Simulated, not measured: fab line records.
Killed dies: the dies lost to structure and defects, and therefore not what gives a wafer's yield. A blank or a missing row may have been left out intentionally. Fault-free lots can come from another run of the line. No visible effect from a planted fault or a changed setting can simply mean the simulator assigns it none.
A single fault, viewed from 3 desks | flow nand-harc | each desk has only its own numbers; what lay behind them comes last

## THE METROLOGY DESK
Lot by lot, what the gauges showed, no matter which tool ran the lot: averages of those sampled wafers that carry a number. The brackets show how far a lot's mean lies from the usual mean; more than 4 standard deviations puts the lot out of limits, marked OUT.
Columns: A = thk-nm at NHARC_P_BONDPAD_THK_MEAS_20, usual 160.0 nm
lot  | first seen here | A
L934 | day 7 01:20     | 161.4
L935 | day 7 05:22     | 160.4
L936 | day 7 11:04     | 159.7
L939 | day 7 20:23     | 159.2
L941 | day 8 06:37     | 160.1
L940 | day 8 07:08     | 158.4
L942 | day 8 15:30     | 159.5
L945 | day 9 02:43     | 159.7
L952 | day 10 22:34    | 159.9
L953 | day 11 08:59    | 160.0
L956 | day 11 17:07    | 159.7
Result from this desk: across the 11 lots, nothing is out of limits.

## THE DEFECT DESK
What the inspections along the route counted, lot by lot: means of the sampled wafers that have a number. The brackets show how far a lot's mean lies from the usual mean; more than 4 standard deviations puts the lot out of limits, marked OUT.
Columns: A = raw-defect-count at NHARC_A_ZERO_WELL_INSPECT_17, usual 12; B = raw-defect-count at NHARC_A_SOURCE_PLATE_INSPECT_08, usual 63
lot  | first seen here | A             | B
L934 | day 7 04:22     | 17            | 69
L935 | day 7 08:27     | 23            | 63
L936 | day 7 14:04     | 14            | 39
L939 | day 7 23:23     | 10            | 47
L941 | day 8 09:38     | 9             | 61
L940 | day 8 10:17     | 10            | 29
L942 | day 8 18:32     | 12            | 41
L945 | day 9 05:44     | 10            | 84
L952 | day 11 01:35    | 180 (+32) OUT | 242 (+6.9) OUT
L953 | day 11 11:52    | 117 (+20) OUT | 148
L956 | day 11 19:58    | 11            | 47
This desk's finding: out of limits on L952, L953; first on L952, day 11 01:35 (raw-defect-count at NHARC_A_ZERO_WELL_INSPECT_17). L934, L935, L936, L939, L941, L940, L942, L945, L956: within limits.

## THE TOOL OWNER'S DESK: rie-si-06
The tool's own readings at NHARC_A_ZERO_WELL_ETCH_13 (etches the open film in HBr/Cl2, target depth 120 nm, time 40.1 s): means of the sampled wafers that have a number, for each lot that ran on this tool. The brackets show how far a lot's mean lies from the usual mean; more than 4 standard deviations puts the lot out of limits, marked OUT.
Columns: A = drypump-motor-current-A at NHARC_A_ZERO_WELL_ETCH_13, usual 5.8 A; B = hbr-flow-sccm at NHARC_A_ZERO_WELL_ETCH_13, usual 150.0 sccm; C = oes-product-au at NHARC_A_ZERO_WELL_ETCH_13, usual 1.000 a.u.; D = throttle-valve-pct at NHARC_A_ZERO_WELL_ETCH_13, usual 26.406 %
lot  | first seen here | A   | B     | C     | D
L935 | day 7 07:20     | 6.3 | 150.3 | 0.998 | 26.406
L936 | day 7 12:57     | 6.3 | 149.8 | 0.986 | 26.409
L939 | day 7 22:19     | 6.0 | 150.0 | 0.998 | 26.406
L941 | day 8 08:32     | 6.2 | 150.0 | 0.986 | 26.406
L945 | day 9 04:37     | 5.9 | 149.7 | 1.001 | 26.410
L952 | day 11 00:29    | 6.0 | 149.8 | 0.986 | 26.395
L953 | day 11 10:47    | 6.0 | 149.9 | 0.999 | 26.409
Result from this desk: across the 7 lots, nothing is out of limits.

## BROUGHT TOGETHER
The defect desk could have raised an alarm at day 11 01:35, on L952, L953.
From the metrology desk's view, nothing was out of limits.
The tool owner's desk saw nothing out of limits.
The metrology desk holds a record of L952, L953, inside its limits.
On record at the tool owner's desk: L952, L953, within its limits.
The lots listed all ran NHARC_A_ZERO_WELL_ETCH_13 on rie-si-06.

## WHAT THE SIMULATOR HAD INSERTED
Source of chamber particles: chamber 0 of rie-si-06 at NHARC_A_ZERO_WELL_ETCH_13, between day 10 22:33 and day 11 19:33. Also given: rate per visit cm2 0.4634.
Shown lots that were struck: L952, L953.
Hours from the fault's start to each desk's first reading out of limits: the defect desk, 3.
